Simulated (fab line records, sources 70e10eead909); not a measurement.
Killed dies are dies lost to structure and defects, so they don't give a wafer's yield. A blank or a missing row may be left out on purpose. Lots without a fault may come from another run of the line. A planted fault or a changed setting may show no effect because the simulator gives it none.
Chamber matching | flow nand_harc | NHARC_A_STAIRCASE_DESCUM_252 on rie_diel-08: 4 sister chambers
The step chemistry O2, time 3 s. 22 wafers are shown with their chamber, then 11 later ones without.

WAFERS WITH THEIR CHAMBER
wafer  | chamber | showerhead_plenum_p_Torr (Torr) | drypump_motor_current_A (A) | oes_product_au (a.u.)
L077.2 | 1       | 1.86                            | 6.0                         | 1.012
L077.3 | 0       | 1.92                            | 6.2                         | 1.030
L077.4 | 2       | 1.95                            | 6.3                         | 0.997
L076.1 | 2       | 1.95                            | 6.2                         | 0.994
L076.2 | 1       | 1.86                            | 6.0                         | 1.001
L076.5 | 3       | 1.82                            | 6.5                         | 1.023
L078.2 | 2       | 1.95                            | 6.3                         | 1.001
L078.4 | 0       | 1.92                            | 6.2                         | 1.024
L078.5 | 2       | 1.95                            | 6.3                         | 0.992
L079.1 | 2       | 1.95                            | 6.3                         | 1.005
L079.5 | 2       | 1.95                            | 6.3                         | 1.007
L079.6 | 1       | 1.86                            | 6.1                         | 1.011
L086.1 | 2       | 1.94                            | 6.2                         | 1.021
L086.3 | 1       | 1.85                            | 6.0                         | 0.989
L086.5 | 2       | 1.94                            | 6.3                         | 1.004
L087.3 | 2       | 1.94                            | 6.2                         | 1.021
L087.5 | 1       | 1.85                            | 6.0                         | 0.998
L087.6 | 2       | 1.94                            | 6.3                         | 1.003
L088.1 | 0       | 1.91                            | 6.2                         | 1.010
L088.3 | 3       | 1.82                            | 6.5                         | 1.029
L088.5 | 3       | 1.82                            | 6.5                         | 1.028
L090.1 | 0       | 1.91                            | 6.2                         | 1.017

SIGNATURES (means of the wafers above)
reading                  | chamber 0 | chamber 1 | chamber 2 | chamber 3 | scatter within a chamber
showerhead_plenum_p_Torr | 1.9150    | 1.8560    | 1.9460    | 1.8200    | 0.00506
drypump_motor_current_A  | 6.200     | 6.020     | 6.270     | 6.500     | 0.0401
oes_product_au           | 1.02025   | 1.00220   | 1.00450   | 1.02667   | 0.00913
Rule: a wafer's distance from a chamber is the root of the sum, over the readings, of the square of ((its reading less the chamber's mean) divided by the reading's scatter). The wafer belongs to the nearest chamber; if the next one is less than 2 further off, it can't be placed. The scatter: the root of (the sum of the squares of (reading less its chamber's mean) over the shown wafers, divided by (wafers less chambers)).

WAFERS WITHOUT THEIR CHAMBER
wafer  | showerhead_plenum_p_Torr (Torr) | drypump_motor_current_A (A) | oes_product_au (a.u.)
L090.2 | 1.94                            | 6.3                         | 1.025
L090.6 | 1.85                            | 6.1                         | 1.003
L094.1 | 1.91                            | 6.2                         | 1.015
L094.2 | 1.84                            | 6.0                         | 0.994
L094.3 | 1.81                            | 6.5                         | 1.032
L093.3 | 1.94                            | 6.2                         | 0.996
L093.4 | 1.91                            | 6.2                         | 1.016
L093.5 | 1.91                            | 6.2                         | 1.017
L095.2 | 1.91                            | 6.2                         | 1.015
L095.4 | 1.81                            | 6.5                         | 1.026
L095.6 | 1.84                            | 6.0                         | 1.010

WHICH CHAMBER EACH WENT THROUGH
wafer  | from the rows above | in truth
L090.2 | 2                   | 2
L090.6 | 1                   | 1
L094.1 | 0                   | 0
L094.2 | 1                   | 1
L094.3 | 3                   | 3
L093.3 | 2                   | 2
L093.4 | 0                   | 0
L093.5 | 0                   | 0
L095.2 | 0                   | 0
L095.4 | 3                   | 3
L095.6 | 1                   | 1
Placed correctly: 11 of 11. Can't be placed from these rows: 0. Placed wrongly: 0.
